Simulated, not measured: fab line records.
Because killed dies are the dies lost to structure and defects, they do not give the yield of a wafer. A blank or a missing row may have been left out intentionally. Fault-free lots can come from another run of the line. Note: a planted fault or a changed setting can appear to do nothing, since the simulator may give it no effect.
Check for tools in common / flow n5Finfet / 24 wafers sampled across 8 lots

## WHAT PROMPTED THE OPENING
On 3 of the 8 lots, a flag is raised at N5_FIN_SAQP_THK_MEAS_07 on the reading thkNm. No-fault wafers: 60.2 nm, standard deviation 0.84.
Rule: a lot is flagged when every wafer of it that has a number lies more than 4 standard deviations from that mean, or none has a number. As for the other lots, they are considered sound.

lot=L259; measured=day 3 03:19; on=filmMetro-02; thkNm (nm), wafer by wafer=59.1 60.1 60.8; flag=
lot=L261; measured=day 3 15:29; on=filmMetro-01; thkNm (nm), wafer by wafer=24.8 24.8 25.4; flag=FLAGGED
lot=L262; measured=day 3 21:14; on=filmMetro-01; thkNm (nm), wafer by wafer=25.2 25.3 25.1; flag=FLAGGED
lot=L263; measured=day 4 03:08; on=filmMetro-01; thkNm (nm), wafer by wafer=25.3 25.6 25.2; flag=FLAGGED
lot=L267; measured=day 5 02:52; on=filmMetro-01; thkNm (nm), wafer by wafer=59.0 59.1 60.2; flag=
lot=L271; measured=day 6 03:43; on=filmMetro-01; thkNm (nm), wafer by wafer=58.5 59.1 60.2; flag=
lot=L273; measured=day 6 15:18; on=filmMetro-02; thkNm (nm), wafer by wafer=59.6 59.1 60.6; flag=
lot=L276; measured=day 7 09:17; on=filmMetro-02; thkNm (nm), wafer by wafer=60.1 61.3 60.4; flag=
On average the flagged lots' numbers are 25.2 nm, which is -35.0 nm against the usual, or -42 standard deviations.

## WHICH TOOL EACH LOT WENT THROUGH
3 process steps preceding the reading are held in the record, out of 1938 steps in the route. In each cell: the tool, then ch and the chambers that the sampled wafers went through, then the start.
lot=L259; flag=; N5_PMOS_HMC_CHANNEL_EPI_DESCUM_14=rieDiel-04 ch 0,1, day 2 23:35; N5_FIN_SAQP_DENSIFY_62=rtpAnneal-02 ch 0, day 3 02:50; N5_FIN_SAQP_PECVD_06=pecvd-04 ch 1,2, day 3 03:13
lot=L261; flag=FLAGGED; N5_PMOS_HMC_CHANNEL_EPI_DESCUM_14=rieDiel-01 ch 0,2,3, day 3 11:27; N5_FIN_SAQP_DENSIFY_62=rtpAnneal-01 ch 0, day 3 14:59; N5_FIN_SAQP_PECVD_06=pecvd-02 ch 0,1,2, day 3 15:24
lot=L262; flag=FLAGGED; N5_PMOS_HMC_CHANNEL_EPI_DESCUM_14=rieDiel-03 ch 1,2,3, day 3 17:16; N5_FIN_SAQP_DENSIFY_62=rtpAnneal-01 ch 0, day 3 20:44; N5_FIN_SAQP_PECVD_06=pecvd-02 ch 0,1,2, day 3 21:09
lot=L263; flag=FLAGGED; N5_PMOS_HMC_CHANNEL_EPI_DESCUM_14=rieDiel-03 ch 1,2,3, day 3 23:16; N5_FIN_SAQP_DENSIFY_62=rtpAnneal-01 ch 0, day 4 02:40; N5_FIN_SAQP_PECVD_06=pecvd-04 ch 0,1,2, day 4 03:03
lot=L267; flag=; N5_PMOS_HMC_CHANNEL_EPI_DESCUM_14=rieDiel-01 ch 0,1, day 4 22:56; N5_FIN_SAQP_DENSIFY_62=rtpAnneal-02 ch 0, day 5 02:21; N5_FIN_SAQP_PECVD_06=pecvd-02 ch 0,2, day 5 02:46
lot=L271; flag=; N5_PMOS_HMC_CHANNEL_EPI_DESCUM_14=rieDiel-03 ch 0,1,3, day 5 23:35; N5_FIN_SAQP_DENSIFY_62=rtpAnneal-02 ch 0, day 6 03:13; N5_FIN_SAQP_PECVD_06=pecvd-02 ch 0,2, day 6 03:38
lot=L273; flag=; N5_PMOS_HMC_CHANNEL_EPI_DESCUM_14=rieDiel-04 ch 0,1,2, day 6 11:31; N5_FIN_SAQP_DENSIFY_62=rtpAnneal-01 ch 0, day 6 14:47; N5_FIN_SAQP_PECVD_06=pecvd-03 ch 0,1, day 6 15:13
lot=L276; flag=; N5_PMOS_HMC_CHANNEL_EPI_DESCUM_14=rieDiel-04 ch 1,2, day 7 05:35; N5_FIN_SAQP_DENSIFY_62=rtpAnneal-02 ch 0, day 7 08:50; N5_FIN_SAQP_PECVD_06=pecvd-04 ch 1,2, day 7 09:11
What is done by these steps:
- N5_PMOS_HMC_CHANNEL_EPI_DESCUM_14: chemistry O2, time 7.9 s.
- N5_FIN_SAQP_DENSIFY_62: time 60 s.
- N5_FIN_SAQP_PECVD_06: deposits a-Si from SiH4/He, target thk 60 nm, time 48.1 s.
- N5_FIN_SAQP_THK_MEAS_07

## FLAGGED OVER TOTAL, TOOL BY TOOL (the gauges that took the reading come last)
step=N5_PMOS_HMC_CHANNEL_EPI_DESCUM_14; tool=rieDiel-01; lots run=2; flagged=1; share of the flagged lots=some; sound lots run after its first flagged lot=1 (L267)
step=N5_PMOS_HMC_CHANNEL_EPI_DESCUM_14; tool=rieDiel-03; lots run=3; flagged=2; share of the flagged lots=some; sound lots run after its first flagged lot=1 (L271)
step=N5_PMOS_HMC_CHANNEL_EPI_DESCUM_14; tool=rieDiel-04; lots run=3; flagged=0; share of the flagged lots=none; sound lots run after its first flagged lot=-
step=N5_FIN_SAQP_DENSIFY_62; tool=rtpAnneal-01; lots run=4; flagged=3; share of the flagged lots=all; sound lots run after its first flagged lot=1 (L273)
step=N5_FIN_SAQP_DENSIFY_62; tool=rtpAnneal-02; lots run=4; flagged=0; share of the flagged lots=none; sound lots run after its first flagged lot=-
step=N5_FIN_SAQP_PECVD_06; tool=pecvd-02; lots run=4; flagged=2; share of the flagged lots=some; sound lots run after its first flagged lot=2 (L267,L271)
step=N5_FIN_SAQP_PECVD_06; tool=pecvd-03; lots run=1; flagged=0; share of the flagged lots=none; sound lots run after its first flagged lot=-
step=N5_FIN_SAQP_PECVD_06; tool=pecvd-04; lots run=3; flagged=1; share of the flagged lots=some; sound lots run after its first flagged lot=1 (L276)
step=N5_FIN_SAQP_THK_MEAS_07; tool=filmMetro-01; lots run=5; flagged=3; share of the flagged lots=all; sound lots run after its first flagged lot=2 (L267,L271)
step=N5_FIN_SAQP_THK_MEAS_07; tool=filmMetro-02; lots run=3; flagged=0; share of the flagged lots=none; sound lots run after its first flagged lot=-

## THE TABLE: WHAT IT ALLOWS
2 rows of the table ran every flagged lot: rtpAnneal-01 at N5_FIN_SAQP_DENSIFY_62, filmMetro-01 at N5_FIN_SAQP_THK_MEAS_07.
- rtpAnneal-01 at N5_FIN_SAQP_DENSIFY_62: 3 of its 4 lots flagged. Sound lots ran on it after the first flagged one (L273), which a lasting fault on the whole tool wouldn't allow.
- filmMetro-01 at N5_FIN_SAQP_THK_MEAS_07: 3 of its 5 lots flagged. Sound lots ran on it after the first flagged one (L267, L271), which a lasting fault on the whole tool wouldn't allow.
Every row of the table either missed a flagged lot or ran a sound lot after the first.

## WHAT THE SIMULATOR HAD INSERTED
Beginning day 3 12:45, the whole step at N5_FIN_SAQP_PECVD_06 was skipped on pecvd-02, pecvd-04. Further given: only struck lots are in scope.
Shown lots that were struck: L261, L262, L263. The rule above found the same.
